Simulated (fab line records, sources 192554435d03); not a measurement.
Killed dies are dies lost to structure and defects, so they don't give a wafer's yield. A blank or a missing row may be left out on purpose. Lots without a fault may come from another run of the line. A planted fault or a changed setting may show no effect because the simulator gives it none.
Split-lot experiment | flow n5_finfet | 7 lots, 21 wafers read, on a route of 1938 steps

THE SPLIT
At N5_MOL_CONTACT_COAG_CVD_140 (deposits W, target thk 66.5 nm, time 215 s), the setting target_thk_a was moved away from the recipe's 665 angstrom on 7 of the 21 wafers read, by -12.3% to +11.5%. The other wafers ran this setting at the recipe's value.

The reading is taken at the split's own step.

THE READING
W_of_MOL_CONTACT_COAG_CVD_140.thk_nm (the simulator's own value, which no gauge read), in nm, at N5_MOL_CONTACT_COAG_CVD_140 (deposits W, target thk 66.5 nm, time 215 s). The file gives no usual value for it. The 14 wafers here that ran the recipe average 66.5 nm, standard deviation 0.73 nm.

wafer  | tool, chamber at the split | target_thk_a as run, angstrom | against the recipe | W_of_MOL_CONTACT_COAG_CVD_140.thk_nm, nm | against lot-mates on the recipe
L074.1 | cvd_w-02, 0                | 665                           | recipe             | 65.8                                     | -
L074.2 | cvd_w-02, 1                | 665                           | recipe             | 66                                       | -
L074.4 | cvd_w-02, 0                | 741.5                         | +11.5%             | 73.6                                     | +7.7
L076.4 | cvd_w-02, 0                | 583.5                         | -12.3%             | 59                                       | -8.2
L076.5 | cvd_w-02, 0                | 665                           | recipe             | 67.2                                     | -
L076.6 | cvd_w-02, 1                | 583.5                         | -12.3%             | 60.4                                     | -6.8
L078.2 | cvd_w-02, 1                | 597                           | -10.2%             | 59.8                                     | -6.4
L078.4 | cvd_w-02, 0                | 597                           | -10.2%             | 59.2                                     | -7.0
L078.6 | cvd_w-02, 0                | 665                           | recipe             | 66.2                                     | -
L084.2 | cvd_w-02, 1                | 665                           | recipe             | 67.4                                     | -
L084.5 | cvd_w-02, 0,1              | 665                           | recipe             | 67.8                                     | -
L084.6 | cvd_w-02, 0,1              | 665                           | recipe             | 67.8                                     | -
L087.1 | cvd_w-01, 0                | 665                           | recipe             | 65.6                                     | -
L087.5 | cvd_w-01, 1                | 632.3                         | -4.9%              | 62.4                                     | -3.4
L087.6 | cvd_w-01, 0                | 665                           | recipe             | 66                                       | -
L090.1 | cvd_w-01, 1                | 665                           | recipe             | 66.4                                     | -
L090.3 | cvd_w-01, 0                | 665                           | recipe             | 65.8                                     | -
L090.6 | cvd_w-01, 1                | 724.2                         | +8.9%              | 72.2                                     | +6.1
L095.2 | cvd_w-01, 0                | 665                           | recipe             | 66                                       | -
L095.4 | cvd_w-01, 1                | 665                           | recipe             | 66.2                                     | -
L095.6 | cvd_w-01, 1                | 665                           | recipe             | 66.6                                     | -
Where a row lists several chambers, the file gives one row for several wafers and doesn't say which wafer went through which chamber.

THE FIT
A straight line over all 21 wafers: W_of_MOL_CONTACT_COAG_CVD_140.thk_nm changes by +0.619 nm for each +1% of target_thk_a; r = +0.98; the points scatter about the line by 0.79 nm.
The same after taking each lot's own level away (the mean of its wafers on the recipe; 21 wafers): +0.647 nm for each +1%; r = +1.00; scatter 0.35 nm.
On that fit, the largest move of target_thk_a shifts the reading by 7.9 nm.
The lots' own levels span 65.80 to 67.67 nm, that is 2.6 times the standard deviation above.
So the lot-to-lot level changes the slope little: the two slopes agree.
Check: with one of the wafers moved furthest among these (-12.3%) left out of the fit, the line predicts -7.79 nm for it against its lot-mates. It came out at -8.2 nm against them.

OTHER SPLITS ON THESE WAFERS
These wafers also went through other splits before the reading. Each is held against what the fit with the lots' levels taken away leaves over:
other split on the same wafers      | wafers away from the commonest value | r with W_of_MOL_CONTACT_COAG_CVD_140.thk_nm (lot level and that fit taken away)
N5_MOL_CONTACT_COAG_PECVD_31 temp_c | 8                                    | +0.02

THE FILE'S OWN FIT
W_of_MOL_CONTACT_COAG_CVD_140.thk_nm changes by +0.652 nm for each +1% of target_thk_a, r = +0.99.
